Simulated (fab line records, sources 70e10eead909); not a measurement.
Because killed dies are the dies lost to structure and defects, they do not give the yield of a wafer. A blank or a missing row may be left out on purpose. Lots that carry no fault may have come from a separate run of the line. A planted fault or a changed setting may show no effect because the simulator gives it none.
fab line records -- flow nandHarc
record: lots: 7, wafers: 21, lastDay: 32
route steps=1302 shown A_CHANNEL_HOLE_D1@485 A_CHANNEL_FILL_D1@490
lots with no fault: from the same line, run without faults
startH: hours from the record's opening day to when the first of the lot's shown wafers began -- waitH: time in hours since the lot's previous step -- " the same as in the row above -- L1.1+2: a single row standing in for several wafers -- - no value, or no start given -- * or withheld: withheld -- < > ~ a bound
route shown NAME@n: names a module that has steps shown in the file, with the first one's number in the route -- usual: average and standard deviation across the fault-free wafers -- same: alike in all rows -- chamber/n: place in a boat -- sites: per-site readings -- _std_site: standard deviation across them -- _edge_site: outer sites' mean less inner sites' -- radiusMm: for every site, how far away it sits from the centre of the wafer -- mask NAME#n: copy n -- behind: the most recent tool/chamber to have shaped the wafer -- hold: what put the lot on hold/how long, in hours/how the hold closed -- device: which transistor (n, p or np) failed to switch -- end of line: the tests these same wafers got at the end of their route -- a step without rows: its recipe alone -- killed: not the wafer's yield, but the dies lost to structure and defects at the first sort -- map: a wafer's dies, marking killed ones x, the rest . and places with no die _
set.NAME: the setting that was run; set.NAME@STEP: the one run at that earlier step -- model.NAME: the simulator's own value behind a step, which no gauge read
lots at selected steps of the route; one table per step, one row per wafer
services: from which hour (startH, from the record's first day; less than 0 if before it) a tool's chamber was out of use, for how many hours, and why
== steps ==
step: NHARC_A_CHANNEL_HOLE_D1_PRECLEAN_28
recipe: timeS: *, tempC: 50, bathAgeMin: 0, chemistry: SC1
step: NHARC_A_CHANNEL_HOLE_D1_SRD_29
step: NHARC_A_CHANNEL_HOLE_D1_CD_MEAS_30
usual: cdNm: 90.0/1.1
lot.wafer,tool,chamber,startH,waitH,cdNm
L491.1,cdSem-03,-,210.59,-,87.9
L491.5,cdSem-03,-,210.59,-,88.5
L491.6,cdSem-03,-,210.59,-,88.3
L496.2,cdSem-02,-,252.44,-,89.2
L496.4,cdSem-02,-,252.44,-,89.9
L496.5,cdSem-02,-,252.44,-,89.5
L499.1,cdSem-02,-,290.05,-,90.4
L499.4,cdSem-02,-,290.05,-,91.2
L499.6,cdSem-02,-,290.05,-,89.8
L501.4,cdSem-02,-,302.67,-,88.7
L501.5,cdSem-02,-,302.67,-,87.7
L501.6,cdSem-02,-,302.67,-,87.6
L500.1,cdSem-03,-,303.33,-,90.2
L500.3,cdSem-03,-,303.33,-,87.9
L500.6,cdSem-03,-,303.33,-,90.1
L510.3,cdSem-02,-,395.80,-,91.0
L510.4,cdSem-02,-,395.80,-,90.4
L510.6,cdSem-02,-,395.80,-,91.1
L509.2,cdSem-03,-,399.74,-,89.2
L509.3,cdSem-03,-,399.74,-,90.2
L509.5,cdSem-03,-,399.74,-,88.6
step: NHARC_A_CHANNEL_HOLE_D1_XSEM_31
recipe: landingEnergyEv: 35000
usual: botCdNm: 74.6/1.2, bowNm: 8.7/0.35, tiltDeg: 0.09/0.049
lot.wafer,tool,chamber,startH,waitH,botCdNm,bowNm,tiltDeg
L491.1,xsem-02,0,210.68,0.1,71.8,8.2,0.08
L491.5,xsem-02,0,210.68,0.1,73.2,8.2,0.08
L491.6,xsem-02,0,210.68,0.1,72.5,8.1,0.08
L496.2,xsem-02,0,252.54,0.1,74.1,8.8,0.05
L496.4,xsem-02,0,252.54,0.1,75.9,8.8,0.05
L496.5,xsem-02,0,252.54,0.1,73.9,8.8,0.05
L499.1,xsem-02,0,290.14,0.1,75.6,9.2,0.06
L499.4,xsem-02,0,290.14,0.1,75.9,9.2,0.06
L499.6,xsem-02,0,290.14,0.1,74.3,9.1,0.06
L501.4,xsem-01,0,302.76,0.1,72.8,8.3,0.20
L501.5,xsem-01,0,302.76,0.1,72.3,8.4,0.20
L501.6,xsem-01,0,302.76,0.1,71.8,8.4,0.21
L500.1,xsem-02,0,303.42,0.1,74.5,9.2,0.09
L500.3,xsem-02,0,303.42,0.1,72.1,9.1,0.09
L500.6,xsem-02,0,303.42,0.1,73.3,9.2,0.09
L510.3,xsem-02,0,395.89,0.1,73.9,9.2,0.09
L510.4,xsem-02,0,395.89,0.1,74.3,9.2,0.09
L510.6,xsem-02,0,395.89,0.1,74.8,9.2,0.09
L509.2,xsem-01,0,399.82,0.1,74.5,9.1,0.07
L509.3,xsem-01,0,399.82,0.1,75.8,9.2,0.07
L509.5,xsem-01,0,399.82,0.1,73.9,9.2,0.07
step: NHARC_A_CHANNEL_HOLE_D1_INSPECT_40
usual: rawDefectCount: 75/26
lot.wafer,tool,chamber,startH,waitH,rawDefectCount
L491.1,defectInspect-01,-,210.78,-,108
L491.5,defectInspect-01,-,210.78,-,86
L491.6,defectInspect-01,-,210.78,-,92
L496.2,defectInspect-02,-,252.63,-,49
L496.4,defectInspect-02,-,252.63,-,51
L496.5,defectInspect-02,-,252.63,-,48
L499.1,defectInspect-01,-,290.24,-,109
L499.4,defectInspect-01,-,290.24,-,129
L499.6,defectInspect-01,-,290.24,-,108
L501.4,defectInspect-01,-,302.85,-,77
L501.5,defectInspect-01,-,302.85,-,62
L501.6,defectInspect-01,-,302.85,-,70
L500.1,defectInspect-02,-,303.52,-,88
L500.3,defectInspect-02,-,303.52,-,91
L500.6,defectInspect-02,-,303.52,-,105
L510.3,defectInspect-02,-,395.98,-,72
L510.4,defectInspect-02,-,395.98,-,69
L510.6,defectInspect-02,-,395.98,-,52
L509.2,defectInspect-02,-,399.92,-,38
L509.3,defectInspect-02,-,399.92,-,43
L509.5,defectInspect-02,-,399.92,-,48
step: NHARC_A_CHANNEL_FILL_D1_PRECLEAN_00
recipe: timeS: *, tempC: 50, bathAgeMin: 0, chemistry: SC1
step: NHARC_A_CHANNEL_FILL_D1_SRD_01
step: NHARC_A_CHANNEL_FILL_D1_ALD_02
recipe: targetThkA: 60, pulseTimeS: 10, aldCycles: 60, tempC: 300, material: SiO2
usual: heaterPowerW: 501/48, precursorPulseHeightRel: 0.997/0.019
lot.wafer,tool,chamber,startH,waitH,heaterPowerW,precursorPulseHeightRel
L491.1,aldHk-03,0,211.12,-,519,1.007
L491.6,aldHk-03,2,211.12,-,485,0.995
L491.5,aldHk-03,3,211.12,-,598,1.004
L496.4,aldHk-04,2,254.80,-,498,0.997
L496.2,aldHk-04,3,254.80,-,584,1.031
L496.5,aldHk-04,0,254.80,-,436,1.024
L499.4,aldHk-03,2,290.43,-,495,0.980
L499.1,aldHk-03,1,290.43,-,493,0.994
L499.6,aldHk-03,3,290.43,-,547,0.983
L501.4,aldHk-04,2,303.38,-,504,0.960
L501.6,aldHk-04,3,303.38,-,550,1.002
L501.5,aldHk-04,0,303.38,-,439,0.954
L500.3,aldHk-03,3,303.79,-,563,1.000
L500.1,aldHk-03,0,303.79,-,497,1.006
L500.6,aldHk-03,3,303.79,-,550,0.992
L510.3,aldHk-01,3,397.96,-,457,0.986
L510.4,aldHk-01,0,397.96,-,493,1.019
L510.6,aldHk-01,0,397.96,-,477,1.010
L509.2,aldHk-01,3,400.19,-,446,1.004
L509.3,aldHk-01,0,400.19,-,478,0.984
L509.5,aldHk-01,3,400.19,-,449,0.995
step: NHARC_A_CHANNEL_FILL_D1_ALD_03
recipe: targetThkA: 60, pulseTimeS: 60, aldCycles: 58, tempC: 630, pressureTorr: 2, material: SiNx
usual: precursorPulseHeightRel: 0.998/0.019
lot.wafer,tool,chamber,startH,waitH,precursorPulseHeightRel
L491.1,aldSinBatch-02,0,-,-,0.984
L491.5,aldSinBatch-02,0,-,-,1.043
L491.6,aldSinBatch-02,0,-,-,0.996
L496.2,aldSinBatch-02,0,-,-,1.021
L496.4,aldSinBatch-02,0,-,-,0.980
L496.5,aldSinBatch-02,0,-,-,0.994
L499.1,aldSinBatch-01,0,-,-,0.997
L499.4,aldSinBatch-01,0,-,-,1.012
L499.6,aldSinBatch-01,0,-,-,0.988
L500.1,aldSinBatch-02,0,-,-,0.977
L500.3,aldSinBatch-02,0,-,-,0.987
L500.6,aldSinBatch-02,0,-,-,0.962
L501.4,aldSinBatch-02,0,-,-,1.001
L501.5,aldSinBatch-02,0,-,-,1.013
L501.6,aldSinBatch-02,0,-,-,0.983
L509.2,aldSinBatch-03,0,-,-,1.004
L509.3,aldSinBatch-03,0,-,-,0.998
L509.5,aldSinBatch-03,0,-,-,0.985
L510.3,aldSinBatch-03,0,-,-,1.039
L510.4,aldSinBatch-03,0,-,-,1.024
L510.6,aldSinBatch-03,0,-,-,1.001
step: NHARC_A_CHANNEL_FILL_D1_ALD_14
recipe: targetThkA: 25, pulseTimeS: 10, aldCycles: 25, tempC: 300, material: SiO2
step: NHARC_A_CHANNEL_FILL_D1_ALD_15
recipe: targetThkA: 20, pulseTimeS: 60, aldCycles: 19, tempC: 630, pressureTorr: 2, material: SiNx
usual: precursorPulseHeightRel: 1.002/0.019
lot.wafer,tool,chamber,startH,waitH,precursorPulseHeightRel
L491.1,aldSinBatch-03,0,-,-,0.997
L491.5,aldSinBatch-03,0,-,-,1.017
L491.6,aldSinBatch-03,0,-,-,1.031
L496.2,aldSinBatch-01,0,-,-,0.982
L496.4,aldSinBatch-01,0,-,-,0.948
L496.5,aldSinBatch-01,0,-,-,1.002
L499.1,aldSinBatch-03,0,-,-,1.020
L499.4,aldSinBatch-03,0,-,-,1.004
L499.6,aldSinBatch-03,0,-,-,0.974
L500.1,aldSinBatch-02,0,-,-,1.026
L500.3,aldSinBatch-02,0,-,-,0.992
L500.6,aldSinBatch-02,0,-,-,1.015
L501.4,aldSinBatch-02,0,-,-,0.991
L501.5,aldSinBatch-02,0,-,-,1.017
L501.6,aldSinBatch-02,0,-,-,0.989
L509.2,aldSinBatch-01,0,-,-,1.017
L509.3,aldSinBatch-01,0,-,-,0.979
L509.5,aldSinBatch-01,0,-,-,0.998
L510.3,aldSinBatch-01,0,-,-,1.012
L510.4,aldSinBatch-01,0,-,-,0.997
L510.6,aldSinBatch-01,0,-,-,1.008
step: NHARC_A_CHANNEL_FILL_D1_ALD_16
recipe: targetThkA: 15, pulseTimeS: 10, aldCycles: 15, tempC: 300, material: SiO2
usual: heaterPowerW: 499/46, precursorPulseHeightRel: 1.001/0.02
lot.wafer,tool,chamber,startH,waitH,heaterPowerW,precursorPulseHeightRel
L491.1,aldHk-03,0,224.54,1.2,501,1.039
L491.6,aldHk-03,0,224.54,1.2,496,0.983
L491.5,aldHk-03,1,224.54,1.2,498,0.992
L496.2,aldHk-01,2,266.92,0.1,568,1.031
L496.4,aldHk-01,0,266.92,0.1,478,0.952
L496.5,aldHk-01,1,266.92,0.1,466,0.969
L499.4,aldHk-03,1,303.21,0.6,497,0.971
L499.1,aldHk-03,2,303.21,0.6,495,0.957
L499.6,aldHk-03,0,303.21,0.6,496,1.029
L500.1,aldHk-03,0,315.33,0.0,494,1.029
L500.3,aldHk-03,2,315.33,0.0,459,0.978
L500.6,aldHk-03,0,315.33,0.0,493,1.018
L501.4,aldHk-04,1,315.34,0.1,460,0.968
L501.6,aldHk-04,1,315.34,0.1,476,1.007
L501.5,aldHk-04,2,315.34,0.1,491,1.019
L510.4,aldHk-04,3,410.19,0.0,576,1.008
L510.3,aldHk-04,1,410.19,0.0,470,1.011
L510.6,aldHk-04,3,410.19,0.0,573,0.995
L509.3,aldHk-01,1,410.24,0.1,462,1.010
L509.2,aldHk-01,2,410.24,0.1,578,0.983
L509.5,aldHk-01,0,410.24,0.1,481,0.964
step: NHARC_A_CHANNEL_FILL_D1_ANNEAL_17
recipe: tempC: 850, timeS: 1800
usual: spikeTcBottomC: 869.3/2.9, spikeTcCentreC: 850.6/1.1
lot.wafer,tool,chamber,startH,waitH,spikeTcBottomC,spikeTcCentreC
L491.1,furnace-05,0,227.92,-,871.4,850.7
L491.5,furnace-05,0,227.92,-,873.3,849.4
L491.6,furnace-05,0,227.92,-,873.8,850.4
L496.2,furnace-02,0,270.91,-,866.5,851.1
L496.4,furnace-02,0,270.91,-,868.2,851.5
L496.5,furnace-02,0,270.91,-,867.5,850.4
L499.1,furnace-05,-,306.53,-,-,-
L499.4,furnace-05,-,306.53,-,-,-
L499.6,furnace-05,-,306.53,-,-,-
L500.1,furnace-02,-,318.57,-,-,-
L500.3,furnace-02,-,318.57,-,-,-
L500.6,furnace-02,-,318.57,-,-,-
L501.4,furnace-02,-,318.57,-,-,-
L501.5,furnace-02,-,318.57,-,-,-
L501.6,furnace-02,-,318.57,-,-,-
L509.2,furnace-02,0,410.47,-,867.5,850.7
L509.3,furnace-02,0,410.47,-,867.8,850.7
L509.5,furnace-02,0,410.47,-,868.0,850.8
L510.3,furnace-02,0,410.47,-,866.9,852.3
L510.4,furnace-02,0,410.47,-,869.0,850.2
L510.6,furnace-02,0,410.47,-,869.0,850.5
step: NHARC_A_CHANNEL_FILL_D1_CVD_18
recipe: targetThkA: 30, tempC: 550, material: poly-Si
== services ==
tool,chamber,startH,hours,kind
aldHk-03,-,214.11,10.0,pm
aldHk-03,0,214.11,10.0,ventCycle
aldHk-03,1,214.11,10.0,ventCycle
aldHk-03,2,214.11,10.0,ventCycle
aldHk-03,3,214.11,10.0,ventCycle
aldHk-03,0,224.11,-,clean
aldHk-03,1,224.11,-,clean
aldHk-03,2,224.11,-,clean
aldHk-03,3,224.11,-,clean
aldSinBatch-02,-,230.46,3.8,repair
aldHk-04,-,256.31,3.3,repair
aldSinBatch-02,-,266.00,26.0,pm
aldHk-04,0,269.59,-,clean
aldHk-01,-,299.49,10.0,pm
furnace-05,-,311.60,2.5,repair
aldHk-01,-,365.90,0.8,repair
xsem-01,-,374.00,14.0,pm
aldSinBatch-02,-,390.89,23.5,repair
aldHk-03,2,393.26,10.0,ventCycle
aldHk-03,3,393.26,10.0,ventCycle
aldHk-03,0,403.26,-,clean
aldHk-03,1,403.26,-,clean
aldHk-03,2,403.26,-,clean
aldHk-03,3,403.26,-,clean
== key ==
firstSign: step: NHARC_A_CHANNEL_FILL_D1_ANNEAL_17, reading: toolRecord, direction: missing
effect none on later readings
metAt NHARC_A_CHANNEL_FILL_D1_ANNEAL_17
struckWafers L499.1,L499.4,L499.6,L500.1,L500.3,L500.6,L501.4,L501.5,L501.6
laterRowsLeftOut L499.1,L499.4,L499.6,L500.1,L500.3,L500.6,L501.4,L501.5,L501.6
sortLeftOut L499.1,L499.4,L499.6,L500.1,L500.3,L500.6,L501.4,L501.5,L501.6
testerLeftOut L499,L500,L501
onsetBetween 270.91 306.53
fault: kind: skippedStepWhole, tool: furnace-02,furnace-05, chamber: -, onsetH: 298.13, steps: NHARC_A_CHANNEL_FILL_D1_ANNEAL_17, scope: struckLotsOnly
testerLeftOut: of these lots the tester's yield and bins aren't shown, on N5 and GAA mostly nor the transistor test; their killed dies are dies lost to structure and defects alone, not to doping, threshold or leakage, so they don't give the yield
sortLeftOut: the simulated sort isn't trusted on such a fault, so these wafers' sort isn't shown, and their yield isn't known
laterRowsLeftOut: the simulator's readings of these wafers behind a module that went badly wrong aren't trusted and aren't shown, but for the sort
